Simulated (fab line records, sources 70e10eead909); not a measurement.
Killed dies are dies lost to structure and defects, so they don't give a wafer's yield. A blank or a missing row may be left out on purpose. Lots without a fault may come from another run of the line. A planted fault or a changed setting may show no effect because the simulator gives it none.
Which tool did it? | flow nand_harc | 7 lots, 20 wafers sampled, at 2 steps of a route of 1302

WHAT THE GAUGES READ, wafer by wafer
NHARC_A_ONON_D1_THK_MEAS_21: measures by ellipsometry.
lot  | measured     | on            | thk_nm (nm)
L652 | day 9 01:07  | film_metro-01 | 1008 1007 1008
L654 | day 9 20:15  | film_metro-02 | 992 992 991
L657 | day 10 15:08 | film_metro-01 | 993 994 993
L663 | day 13 05:07 | film_metro-01 | 997 998 998
L666 | day 14 18:52 | film_metro-01 | 788 1011
L669 | day 15 21:47 | film_metro-01 | 1011 1011 1011
L674 | day 17 18:29 | film_metro-02 | 994 996 996

WHICH TOOL RAN EACH LOT (tool, then ch and the chambers of the sampled wafers, then the start)
lot  | NHARC_A_ONON_D1_DEP_19
L652 | pecvd_onon-01 ch 0, day 9 00:39
L654 | pecvd_onon-03 ch 0, day 9 19:48
L657 | pecvd_onon-01 ch 0, day 10 14:38
L663 | pecvd_onon-02 ch 0, day 13 04:36
L666 | pecvd_onon-03 ch 0, day 14 18:22
L669 | pecvd_onon-01 ch 0, day 15 21:26
L674 | pecvd_onon-01 ch 0, day 17 17:58
- NHARC_A_ONON_D1_DEP_19: target thk 1000 nm.

THE ANSWER, worked out from the rows above alone
Rule: what is usual is taken from the lots themselves. Put in order of their means at a reading, lots are off if they are a third of the lots or fewer, leave a main group of 4 or more, and stand apart from it by a gap of 3 or more times the standard deviation of the main group's means; of several such gaps the widest counts. A main group whose means are all the same, to the digits that the tables above print for the reading, isn't used. A lot without any number at a reading at which 4 lots or more have one is off too. The other lots that the step has rows for count as sound.
Off: L666, at NHARC_A_ONON_D1_THK_MEAS_21 (thk_nm). The main group: mean 999 nm, standard deviation 7.3.
A tool fits if, at a process step before that reading, it ran every lot that is off, and no sound lot after the first of them. The gauges at NHARC_A_ONON_D1_THK_MEAS_21 are tried like those tools. One fits: pecvd_onon-03 at NHARC_A_ONON_D1_DEP_19. Its last sound lot is L654 (day 9 19:48), its first lot that is off L666 (day 14 18:22): a fault that began between those two fits.

WHAT THE SIMULATOR HAD PUT IN
Process parameter drift: pecvd_onon-03, from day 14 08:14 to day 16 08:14, at NHARC_A_ONON_D1_DEP_19. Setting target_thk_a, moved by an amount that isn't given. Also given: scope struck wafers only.
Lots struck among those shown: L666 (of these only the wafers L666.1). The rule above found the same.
